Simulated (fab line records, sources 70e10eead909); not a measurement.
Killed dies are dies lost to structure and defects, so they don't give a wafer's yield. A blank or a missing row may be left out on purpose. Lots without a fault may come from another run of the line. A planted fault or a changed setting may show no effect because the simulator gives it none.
fab line records | flow nand_harc
record lots=6 wafers=18 last_day=33
route steps=1302 shown A_CHANNEL_FILL_D1@515 A_DECK1_JOINT@518 A_ONON_D2@545 END@1302
lots that met no fault: from a run of the same line without faults
start_h: hours from the record's first day to the start of the lot's first wafer shown | wait_h: hours since the lot's step before | " the same as in the row above | L1.1+2: a row that stands for several wafers | - no value, or no start given | * or withheld: withheld | < > ~ a bound
route shown NAME@n: a module of which the file shows steps, and the number in the route of the first | usual: mean/standard deviation of fault-free wafers | same: alike in all rows | chamber/n: place in a boat | sites: the reading at each site | _std_site: their standard deviation | _edge_site: outer sites' mean less inner sites' | radius_mm: how far each site lies from the wafer's centre | mask NAME#n: copy n | behind: the tool/chamber that last shaped the wafer | hold: why the lot was held/for how many hours/how that ended | device: the transistor (n, p or np) that didn't switch | end of line: the same wafers' tests at the end of the route | a step without rows: its recipe alone | killed: dies lost to structure and defects at the first sort, not the wafer's yield | map: a wafer's dies, x killed, . not, _ none there
set.NAME: the setting as run; set.NAME@STEP: as run at that earlier step | model.NAME: the simulator's own value behind a step, which no gauge read
lots at some steps of the route; a table a step, a row a wafer
services: from which hour (start_h, from the record's first day; less than 0 if before it) a tool's chamber was out of use, for how many hours, and why
## steps
# step NHARC_A_CHANNEL_FILL_D1_SRD_12
# step NHARC_A_CHANNEL_FILL_D1_INSPECT_13
# usual raw_defect_count=314/110
# columns lot.wafer tool chamber start_h wait_h raw_defect_count
L375.1 defect_inspect-02 - 244.85 0.0 351
L375.3 " - " " 371
L375.4 " - " " 461
L378.1 defect_inspect-01 - 271.98 0.0 385
L378.2 " - " " 271
L378.3 " - " " 326
L386.1 defect_inspect-02 - 354.18 0.0 242
L386.4 " - " " 332
L386.6 " - " " 295
L388.1 defect_inspect-01 - 354.18 0.0 370
L388.4 " - " " 318
L388.6 " - " " 274
L398.1 defect_inspect-02 - 458.09 0.0 294
L398.3 " - " " 358
L398.5 " - " " 263
L397.2 defect_inspect-01 - 458.09 0.0 264
L397.4 " - " " 409
L397.6 " - " " 294
# step NHARC_A_DECK1_JOINT_ETCHBACK_07
# recipe target_depth_a=1050 time_s=26.9 hbr_flow_sccm=150 rf_w=350 icp_w=350 bias_w=60 chemistry=HBr
# usual bias_w=59.99/0.16 drypump_motor_current_A=6.0/0.45 oes_product_au=1.003/0.01 throttle_valve_pct=23.266/0.0092
# columns lot.wafer tool chamber start_h wait_h bias_w drypump_motor_current_A oes_product_au rf_hours_counter_h throttle_valve_pct
L375.1 rie_si-06 3 244.91 0.1 60.16 6.3 0.984 1.2 23.267
L375.3 " 0 " " 59.69 5.2 1.010 1.0 23.270
L375.4 " 1 " " 60.02 6.2 0.986 1.0 23.271
L378.1 rie_si-06 0 272.06 0.1 59.85 5.1 1.018 0.1 23.275
L378.2 " 2 " " 59.90 5.3 1.003 0.1 23.279
L378.3 " 3 " " 59.92 6.2 0.999 0.1 23.257
L386.4 rie_si-06 3 354.24 0.1 60.06 6.3 1.008 0.6 23.276
L386.1 " 0 " " 60.07 5.1 1.023 0.6 23.272
L386.6 " 0 " " 60.16 5.1 1.016 - 23.277
L388.1 rie_si-05 0 354.26 0.1 60.29 6.2 0.990 0.3 23.264
L388.4 " 1 " " 59.89 6.1 0.988 0.2 23.277
L388.6 " 3 " " 59.66 6.8 1.009 - 23.264
L398.1 rie_si-05 3 458.15 0.1 59.92 6.8 1.009 1.0 23.259
L398.3 " 0 " " 59.94 6.2 0.993 1.0 23.266
L398.5 " 0 " " 59.90 6.1 0.992 - 23.255
L397.2 rie_si-01 2 458.16 0.1 60.27 6.2 0.994 0.4 23.265
L397.4 " 3 " " 60.10 5.8 1.023 0.4 23.274
L397.6 " 2 " " 60.08 6.2 1.002 - 23.271
# step NHARC_A_DECK1_JOINT_ETCH_25
# recipe target_depth_a=5 chemistry=dHF material=SiO2
# step NHARC_A_DECK1_JOINT_ETCH_19
# recipe temp_c=25 target_depth_a=30 chemistry=TMAH material=poly-Si
# step NHARC_A_DECK1_JOINT_ETCH_18
# recipe target_depth_a=30 chemistry=dHF material=SiO2
# step NHARC_A_DECK1_JOINT_WET_08
# recipe temp_c=160 time_s=86 chemistry=H3PO4
# step NHARC_A_DECK1_JOINT_ETCH_09
# recipe target_depth_a=50 chemistry=dHF material=SiO2
# step NHARC_A_DECK1_JOINT_WET_10
# recipe temp_c=160 time_s=86 chemistry=H3PO4
# step NHARC_A_DECK1_JOINT_ETCH_11
# recipe target_depth_a=350 chemistry=dHF material=SiO2
# step NHARC_A_DECK1_JOINT_CVD_12
# recipe target_thk_a=900 temp_c=620 pressure_mtorr=200 time_s=1800 material=poly-Si
# usual tube_center_temp_C=620.01/0.059 zone_power_centre_pct=9.0/0.34
# columns lot.wafer tool chamber start_h wait_h tube_center_temp_C zone_power_centre_pct
L375.1 lpcvd_poly-02 0 257.85 2.6 620.07 8.6
L375.3 " 0 " " 620.15 8.8
L375.4 " 0 " " 620.1 8.7
L378.1 lpcvd_poly-03 0 286.26 2.5 620.04 9.3
L378.2 " 0 " " 619.97 9.2
L378.3 " 0 " " 619.96 9.3
L386.1 lpcvd_poly-02 0 361.68 2.6 619.99 8.7
L386.4 " 0 " " 619.99 8.7
L386.6 " 0 " " 620.03 8.8
L388.1 lpcvd_poly-02 0 361.68 2.6 620.09 8.7
L388.4 " 0 " " 619.99 8.7
L388.6 " 0 " " 620.01 8.7
L397.2 lpcvd_poly-03 0 465.60 2.6 620.03 9.3
L397.4 " 0 " " 619.99 9.6
L397.6 " 0 " " 619.93 9.4
L398.1 lpcvd_poly-03 0 465.60 2.6 620.07 9.3
L398.3 " 0 " " 620.08 9.4
L398.5 " 0 " " 620 9.4
# step NHARC_A_DECK1_JOINT_CMP_13
# recipe target_thk_nm=51.023
# usual edge_zone_pressure_frac=0.999/0.005 motor_current_A=11.9/0.98 time_to_endpoint_s=9.0/2.7
# columns lot.wafer tool chamber start_h wait_h edge_zone_pressure_frac motor_current_A time_to_endpoint_s
L375.1 cmp-02 0 260.71 0.4 1.004 12.3 5.7
L375.3 " 1 " " 1.001 12.2 13.2
L375.4 " 3 " " 1.003 12.9 6.6
L378.3 cmp-04 3 289.07 0.4 0.998 13.5 13.4
L378.1 " 1 " " 0.996 10.3 13.7
L378.2 " 2 " " 1.000 13.0 15.2
L386.4 cmp-04 2 364.56 0.4 1.002 14.3 10.4
L386.1 " 3 " " 1.000 13.0 6.5
L386.6 " 2 " " 0.996 12.8 9.6
L388.4 cmp-02 1 364.58 0.4 1.005 12.4 11.0
L388.1 " 2 " " 0.990 11.6 6.2
L388.6 " 0 " " 1.002 12.1 5.7
L398.3 cmp-01 0 468.41 0.4 0.994 12.0 7.2
L398.1 " 2 " " 0.999 11.0 11.2
L398.5 " 1 " " 0.999 11.1 10.3
L397.2 cmp-04 1 468.47 0.4 0.994 10.6 10.9
L397.4 " 2 " " 0.998 13.0 12.5
L397.6 " 0 " " 0.992 11.7 8.7
# step NHARC_A_DECK1_JOINT_THK_MEAS_14
# recipe thk_meas_gauge=ellipsometry
# usual thk_nm=51.1/1.5
# columns lot.wafer tool chamber start_h wait_h thk_nm
L375.1 film_metro-01 - 260.97 0.2 48.9
L375.3 " - " " 53.6
L375.4 " - " " 48.9
L378.1 film_metro-01 - 289.33 0.2 52.9
L378.2 " - " " 51.7
L378.3 " - " " 51.3
L388.1 film_metro-01 - 364.79 0.2 47.7
L388.4 " - " " 51.8
L388.6 " - " " 48.9
L386.1 film_metro-02 - 364.79 0.2 52.6
L386.4 " - " " 53.2
L386.6 " - " " 54.5
L398.1 film_metro-01 - 468.67 0.2 52.4
L398.3 " - " " 51.8
L398.5 " - " " 51.6
L397.2 film_metro-02 - 468.67 0.2 50.0
L397.4 " - " " 52.5
L397.6 " - " " 51.9
# step NHARC_A_DECK1_JOINT_SRD_04
# step NHARC_A_DECK1_JOINT_ETCHBACK_00
# recipe target_depth_a=300 time_s=17.4 hbr_flow_sccm=150 rf_w=350 icp_w=350 bias_w=60 chemistry=HBr
# usual bias_w=60.01/0.19 drypump_motor_current_A=6.0/0.45 oes_product_au=1.003/0.0096 throttle_valve_pct=23.265/0.0098
# columns lot.wafer tool chamber start_h wait_h bias_w drypump_motor_current_A oes_product_au rf_hours_counter_h throttle_valve_pct
L375.4 rie_si-05 2 261.10 0.1 60.12 6.0 1.030 0.7 23.269
L375.1 " 0 " " 59.86 6.1 0.996 0.8 23.259
L375.3 " 1 " " 60.23 6.1 1.004 0.8 23.246
L378.2 rie_si-01 1 289.46 0.1 60.07 6.4 0.998 0.5 23.258
L378.1 " 2 " " 60.00 6.1 1.007 0.5 23.289
L378.3 " 0 " " 60.10 6.3 1.016 0.5 23.261
L386.1 rie_si-01 0 364.93 0.1 59.90 6.3 1.015 1.2 23.257
L386.4 " 2 " " 59.99 6.1 1.005 - 23.267
L386.6 " 1 " " 60.03 6.4 1.011 - 23.271
L388.4 rie_si-06 0 364.94 0.1 60.35 5.1 1.014 0.8 23.260
L388.1 " 1 " " 59.72 6.2 1.002 0.8 23.268
L388.6 " 2 " " 60.13 5.3 0.988 - 23.263
L398.3 rie_si-01 3 468.80 0.1 59.85 5.8 0.998 0.5 23.259
L398.1 " 2 " " 59.98 6.2 0.998 0.5 23.271
L398.5 " 0 " " 60.08 6.2 0.998 - 23.277
L397.2 rie_si-06 3 468.80 0.1 59.94 6.2 1.001 0.2 23.271
L397.4 " 2 " " 60.39 5.3 0.990 0.1 23.247
L397.6 " 0 " " 59.91 5.2 1.002 - 23.259
# step NHARC_A_DECK1_JOINT_PRECLEAN_30
# recipe time_s=* temp_c=50 bath_age_min=0 chemistry=SC1
# step NHARC_A_DECK1_JOINT_SRD_31
# step NHARC_A_DECK1_JOINT_CVD_34
# recipe target_thk_a=200 temp_c=700 pressure_mtorr=300 material=SiNx
# step NHARC_A_DECK1_JOINT_DEP_06
# recipe target_thk_a=800 temp_c=65 material=SiOx
# step NHARC_A_DECK1_JOINT_CURE_26
# recipe temp_c=150 time_s=32 pressure_atm=0.395
# step NHARC_A_DECK1_JOINT_ANNEAL_27
# recipe temp_c=400 time_s=3600 idle_temp_c=300 ramp_up_c_per_min=10 densification_p_h2o_torr=640
# step NHARC_A_DECK1_JOINT_ANNEAL_28
# recipe temp_c=500 time_s=1800 idle_temp_c=400 ramp_up_c_per_min=10 densification_p_h2o_torr=640
# step NHARC_A_DECK1_JOINT_ANNEAL_29
# recipe temp_c=750 time_s=1800 idle_temp_c=500 ramp_up_c_per_min=10 ramp_down_c_per_min=3
# step NHARC_A_DECK1_JOINT_CMP_02
# recipe material=SiOx
# usual edge_zone_pressure_frac=1.000/0.0048 motor_current_A=11.9/0.97
# columns lot.wafer tool chamber start_h wait_h edge_zone_pressure_frac motor_current_A
L375.4 cmp-02 3 285.83 0.4 0.999 12.6
L375.3 " 0 " " 1.007 12.4
L375.1 " 2 " " 0.992 11.3
L378.2 cmp-04 3 318.56 0.4 0.987 13.8
L378.3 " 0 " " 1.000 11.9
L378.1 " 1 " " 1.002 10.6
L386.4 cmp-04 0 386.55 0.4 1.004 11.7
L386.1 " 3 " " 0.998 13.4
L386.6 " 1 " " 1.002 10.5
L388.4 cmp-01 3 386.60 0.4 1.008 13.0
L388.1 " 0 " " 1.005 12.1
L388.6 " 2 " " 1.004 10.9
L397.2 cmp-04 1 490.83 0.4 1.007 10.0
L397.4 " 2 " " 1.002 13.1
L397.6 " 1 " " 1.001 10.5
L398.1 cmp-02 0 490.85 0.4 0.997 12.3
L398.3 " 2 " " 1.000 11.0
L398.5 " 0 " " 0.995 11.7
# step NHARC_A_DECK1_JOINT_SRD_15
# step NHARC_A_DECK1_JOINT_DEP_16
# recipe target_thk_a=450 temp_c=400 pressure_torr=6.5 rf_w=900 teos_flow_sccm=161.4 flow_sccm=2650 target_thk_nm=45 gas=O2 material=SiO2
# usual heater_power_outer_w=299/61 heater_power_w=558/82 throttle_valve_pct=16.3/0.58
# columns lot.wafer tool chamber start_h wait_h heater_power_outer_w heater_power_w throttle_valve_pct
L375.1 pecvd-01 0 286.21 0.1 215 425 16.9
L375.3 " 2 " " 235 498 15.6
L375.4 " 1 " " 298 536 16.5
L378.3 pecvd-04 0 319.07 0.2 359 690 16.9
L378.1 " 1 " " 245 490 15.6
L378.2 " 2 " " 410 700 16.1
L388.1 pecvd-04 0 386.97 0.1 286 570 17.1
L388.4 " 2 " " 459 789 15.7
L388.6 " 0 " " 288 580 17.1
L386.1 pecvd-03 0 387.00 0.1 312 576 16.6
L386.4 " 1 " " 331 592 16.3
L386.6 " 2 " " 280 458 15.2
L398.1 pecvd-04 0 491.22 0.1 342 632 16.7
L398.3 " 2 " " 413 724 16.2
L398.5 " 0 " " 339 645 16.5
L397.2 pecvd-04 1 491.45 0.3 208 436 16.0
L397.4 " 2 " " 381 688 16.0
L397.6 " 0 " " 299 592 16.3
# step NHARC_A_DECK1_JOINT_THK_MEAS_17
# recipe thk_meas_gauge=ellipsometry
# usual thk_nm=45.0/1.2
# columns lot.wafer tool chamber start_h wait_h thk_nm
L375.1 film_metro-01 - 286.49 0.3 43.4
L375.3 " - " " 44.8
L375.4 " - " " 45.8
L378.1 film_metro-02 - 319.35 0.2 44.1
L378.2 " - " " 43.8
L378.3 " - " " 44.5
L386.1 film_metro-01 - 387.22 0.2 44.9
L386.4 " - " " 45.8
L386.6 " - " " 46.4
L388.1 film_metro-01 - 387.22 0.2 44.2
L388.4 " - " " 44.8
L388.6 " - " " 45.7
L398.1 film_metro-01 - 491.50 0.3 45.8
L398.3 " - " " 43.5
L398.5 " - " " 44.3
L397.2 film_metro-02 - 491.67 0.2 45.2
L397.4 " - " " 46.3
L397.6 " - " " 44.3
# step NHARC_A_ONON_D2_DEP_00
# recipe target_thk_a=10000 n2_flow_sccm=2750 n2o_flow_sccm=2000 nh3_flow_sccm=500 sih4_flow_sccm=210 temp_c=400
# step NHARC_A_ONON_D2_THK_MEAS_02
# recipe thk_meas_gauge=ellipsometry
# usual thk_nm=1000/11
# columns lot.wafer tool chamber start_h wait_h thk_nm
L375.1 film_metro-02 - 287.11 - 1020
L375.3 " - " " 1018
L375.4 " - " " 1017
L378.1 film_metro-01 - 319.96 - 983
L378.2 " - " " 985
L378.3 " - " " 985
L386.1 film_metro-01 - 387.83 - 1006
L386.4 " - " " 1004
L386.6 " - " " 1003
L388.1 film_metro-01 - 387.84 - 1005
L388.4 " - " " 1006
L388.6 " - " " 1006
L398.1 film_metro-02 - 492.11 - 1001
L398.3 " - " " 1002
L398.5 " - " " 1001
L397.2 film_metro-01 - 492.29 - 1001
L397.4 " - " " 1002
L397.6 " - " " 1002
# step NHARC_A_ONON_D2_DEP_03
# recipe target_thk_a=10000 n2_flow_sccm=2750 n2o_flow_sccm=2000 nh3_flow_sccm=500 sih4_flow_sccm=210 temp_c=400
# step NHARC_A_ONON_D2_THK_MEAS_05
# recipe thk_meas_gauge=ellipsometry
# usual thk_nm=999/12
# columns lot.wafer tool chamber start_h wait_h thk_nm
L375.1 film_metro-02 - 287.67 - 1002
L375.3 " - " " 1002
L375.4 " - " " 1002
L378.1 film_metro-01 - 320.53 - 1013
L378.2 " - " " 1013
L378.3 " - " " 1011
L388.1 film_metro-01 - 388.40 - 1002
L388.4 " - " " 1002
L388.6 " - " " 1001
L386.1 film_metro-02 - 388.40 - 1009
L386.4 " - " " 1004
L386.6 " - " " 1006
L398.1 film_metro-01 - 492.68 - 1001
L398.3 " - " " 1000
L398.5 " - " " 1002
L397.2 film_metro-01 - 493.03 - 1013
L397.4 " - " " 1016
L397.6 " - " " 1016
# step NHARC_A_ONON_D2_DEP_06
# recipe target_thk_a=10000 n2_flow_sccm=2750 n2o_flow_sccm=2000 nh3_flow_sccm=500 sih4_flow_sccm=210 temp_c=400
# step NHARC_A_ONON_D2_THK_MEAS_08
# recipe thk_meas_gauge=ellipsometry
# usual thk_nm=1002/8.1
# columns lot.wafer tool chamber start_h wait_h thk_nm
L375.1 film_metro-01 - 288.24 - 1011
L375.3 " - " " 1012
L375.4 " - " " 1012
L378.1 film_metro-01 - 321.09 - 1004
L378.2 " - " " 1006
L378.3 " - " " 1005
L388.1 film_metro-01 - 388.96 - 996
L388.4 " - " " 998
L388.6 " - " " 997
L386.1 film_metro-02 - 388.97 - 989
L386.4 " - " " 987
L386.6 " - " " 989
L398.1 film_metro-02 - 493.25 - 1007
L398.3 " - " " 1008
L398.5 " - " " 1008
L397.2 film_metro-01 - 493.73 - 1005
L397.4 " - " " 1004
L397.6 " - " " 1005
# step NHARC_A_ONON_D2_DEP_09
# recipe target_thk_a=10000 n2_flow_sccm=2750 n2o_flow_sccm=2000 nh3_flow_sccm=500 sih4_flow_sccm=210 temp_c=400
# step NHARC_A_ONON_D2_THK_MEAS_11
# recipe thk_meas_gauge=ellipsometry
# usual thk_nm=1001/9.5
# columns lot.wafer tool chamber start_h wait_h thk_nm
L375.1 film_metro-02 - 288.80 - 1011
L375.3 " - " " 1010
L375.4 " - " " 1011
L378.1 film_metro-02 - 321.65 - 983
L378.2 " - " " 982
L378.3 " - " " 984
L388.1 film_metro-01 - 389.53 - 1013
L388.4 " - " " 1014
L388.6 " - " " 1014
L386.1 film_metro-02 - 389.54 - 987
L386.4 " - " " 987
L386.6 " - " " 986
L398.1 film_metro-02 - 493.95 - 1003
L398.3 " - " " 1002
L398.5 " - " " 1005
L397.2 film_metro-02 - 494.43 - 995
L397.4 " - " " 993
L397.6 " - " " 993
# step NHARC_A_ONON_D2_DEP_12
# recipe target_thk_a=10000 n2_flow_sccm=2750 n2o_flow_sccm=2000 nh3_flow_sccm=500 sih4_flow_sccm=210 temp_c=400
# step NHARC_A_ONON_D2_THK_MEAS_14
# recipe thk_meas_gauge=ellipsometry
# usual thk_nm=996/7.8
# columns lot.wafer tool chamber start_h wait_h thk_nm
L375.1 film_metro-02 - 289.38 - 996
L375.3 " - " " 995
L375.4 " - " " 995
L378.1 film_metro-01 - 322.22 - 997
L378.2 " - " " 996
L378.3 " - " " 998
L388.1 film_metro-02 - 390.10 - 995
L388.4 " - " " 995
L388.6 " - " " 995
L386.1 film_metro-01 - 390.11 - 997
L386.4 " - " " 996
L386.6 " - " " 994
L398.1 film_metro-02 - 494.65 - 994
L398.3 " - " " 994
L398.5 " - " " 994
L397.2 film_metro-02 - 495.13 - 989
L397.4 " - " " 989
L397.6 " - " " 989
# step NHARC_A_ONON_D2_ANNEAL_15
# recipe temp_c=750 time_s=3600
# step NHARC_END_SORT_01
# recipe temp_c=25
# usual killed_at_array=59/20 killed_at_other=0.8/1 killed_at_periphery=3.2/2.1 killed_dies=63/21 killed_open=3.0/1.9 killed_short=2.3/1.5
# same gross_dies=677
# columns lot.wafer tool chamber start_h wait_h killed_at_array killed_at_other killed_at_periphery killed_dies killed_open killed_short
L386.1 prober-01 0 685.88 2.5 123 0 4 127 5 4
L386.4 prober-01 0 688.25 3.4 122 0 0 122 4 4
L386.6 prober-01 0 689.84 4.0 115 0 5 120 3 1
L388.1 prober-01 0 693.67 2.5 119 1 0 120 1 2
L388.4 prober-01 0 696.06 3.4 122 0 4 126 2 4
L388.6 prober-01 0 697.65 4.0 129 0 1 130 2 0
# killed by level:class
L386.1 A_DECK1_JOINT:unspecified=59 A_SLIT:chamber_film_flake=28 A_CONTACT:chamber_film_flake=11 A_CHANNEL_HOLE_D1:chamber_film_flake=8 A_SGD_CUT:chamber_film_flake=4 A_CHANNEL_HOLE_D2:chamber_film_flake=2 A_STAIRCASE:chamber_film_flake=2 A_WL_FILL:chamber_film_flake=2
L386.4 A_DECK1_JOINT:unspecified=52 A_SLIT:chamber_film_flake=35 A_CONTACT:chamber_film_flake=10 A_CHANNEL_HOLE_D1:chamber_film_flake=7 A_SGD_CUT:chamber_film_flake=5 A_ONON_D1:geometric_particle:open=3 A_STAIRCASE:chamber_film_flake=3 A_M0:geometric_particle:short=2
L386.6 A_DECK1_JOINT:unspecified=58 A_SLIT:chamber_film_flake=32 A_CONTACT:chamber_film_flake=7 A_CHANNEL_HOLE_D1:chamber_film_flake=4 A_STAIRCASE:chamber_film_flake=4 A_CHANNEL_HOLE_D2:chamber_film_flake=3 P_ZERO_WELL:chamber_film_flake=2 P_STI:chamber_film_flake=2
L388.1 A_DECK1_JOINT:unspecified=58 A_CHANNEL_HOLE_D1:chamber_film_flake=27 A_CHANNEL_HOLE_D2:chamber_film_flake=16 A_STAIRCASE:chamber_film_flake=4 A_CHANNEL_FILL_D1:chamber_film_flake=2 A_CHANNEL_FILL_D2:chamber_film_flake=2 A_SGD_CUT:chamber_film_flake=2 A_CONTACT:chamber_film_flake=2
L388.4 A_DECK1_JOINT:unspecified=62 A_CHANNEL_HOLE_D2:chamber_film_flake=22 A_CHANNEL_HOLE_D1:chamber_film_flake=21 A_CONTACT:chamber_film_flake=7 A_STAIRCASE:chamber_film_flake=3 A_CHANNEL_FILL_D1:geometric_particle:short=2 P_GATE:chamber_film_flake=2 A_ZERO_WELL:chamber_film_flake=2
L388.6 A_DECK1_JOINT:unspecified=59 A_CHANNEL_HOLE_D2:chamber_film_flake=30 A_CHANNEL_HOLE_D1:chamber_film_flake=21 A_CONTACT:chamber_film_flake=10 A_STAIRCASE:chamber_film_flake=5 A_SLIT:chamber_film_flake=2 P_GATE:geometric_particle:open=1 A_CHANNEL_FILL_D2:geometric_particle:open=1
# map L386.1 (x killed, . not)
____________.____________
_________......._________
_______..........._______
______.........x...______
_____..............._____
____x................____
____.....x......xxx..____
___...................___
___...................___
__.....................__
__...x...x.............__
_.....x.x..............._
_....x.................._
_............xx........._
_...........x...x..x...._
_..............xx.....x._
.........x...xxxx.....x..
.....x...x..x.xx.........
.........xx.xxxx.........
.......x....xxx........xx
.xx.x...x...xxx.x........
_xxxxx..x.....xx......x._
_xxxxxx.......x......x.._
_xxxxx.....x...x......x._
_xxxxxx..........x......_
_xxxxxxx....x..........._
__xxxxxx.x...x.........__
__xxxxxx.........x.....__
___xxxxx.........x.xx.___
___xxxx...........xx..___
____xxx..............____
____xxx...........x..____
_____..............._____
______.............______
_______..........._______
_________.....x._________
____________.____________
# map L388.6 (x killed, . not)
____________.____________
_________......._________
_______..........._______
______.............______
_____x......x......._____
____xx...............____
____x..x.............____
___xxx..............x.___
___xx.................___
__xxxxx................__
__xxxx.................__
_.xx.x.......x.........._
_......................._
_......x...x........x..._
_.....xxx..x............_
_........xx.......x....._
.......x.xxx.........x...
.........xxxx.......x....
.........x.x.............
.x.x....x.x...........x..
xx.x.x..xxx..............
_xxx.x.xx..x............_
_xxxxx.......x.........x_
_xxxxxx.x..x.......x...._
_xxxxx.......x.........x_
_xxxxxx................._
__xxxxxx...........x...__
__xxxxxxx..............__
___xxxxx.......x......___
___xxxx...............___
____xxx......x.......____
____xxxx.............____
_____xx......x......_____
______.............______
_______..........._______
_________......._________
____________.____________
## services
# columns tool chamber start_h hours kind
cmp-02 - 232.50 4.0 pm
rie_si-06 - 249.00 9.0 pm
pecvd-04 - 269.00 13.0 pm
rie_si-06 0 274.43 7.8 repair
cmp-04 - 278.65 2.7 repair
pecvd-04 2 298.47 13.5 repair
cmp-04 - 308.03 4.0 pm
rie_si-06 - 311.24 0.1 repair
cmp-04 - 327.57 5.5 repair
cmp-02 - 330.50 4.0 pm
rie_si-06 2 338.28 10.8 repair
cmp-02 - 348.89 0.8 repair
rie_si-01 3 356.32 8.6 repair
rie_si-01 - 370.00 9.0 pm
cmp-04 - 374.40 5.8 repair
rie_si-06 0 396.75 7.0 repair
cmp-04 - 406.03 4.0 pm
rie_si-01 1 414.65 3.0 repair
rie_si-01 3 416.44 7.2 repair
rie_si-01 0 424.27 4.4 repair
pecvd-04 1 425.09 23.7 repair
rie_si-06 - 426.00 9.0 pm
cmp-04 - 431.00 0.3 repair
rie_si-06 2 456.28 1.3 repair
## key
first_sign step=NHARC_END_SORT_01 reading=killed_at_array direction=up sigmas=3.1 usual=59 struck=122
effect step=NHARC_END_SORT_01 reading=killed_dies direction=up sigmas=3 usual=63 struck=124
more_kills_born_at NHARC_A_DECK1_JOINT_CVD_12@lpcvd_poly-02=348
met_at NHARC_A_DECK1_JOINT_CVD_12
struck_wafers L386.1,L386.4,L386.6,L388.1,L388.4,L388.6
tester_left_out L386,L388
onset_between 257.85 361.68
fault kind=chamber_particle_source tool=lpcvd_poly-02 chamber=- onset_h=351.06 steps=NHARC_A_DECK1_JOINT_CVD_12 rate_per_visit_cm2=1.7596 end_h=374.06
# tester_left_out: of these lots the tester's yield and bins aren't shown, on N5 and GAA mostly nor the transistor test; their killed dies are dies lost to structure and defects alone, not to doping, threshold or leakage, so they don't give the yield
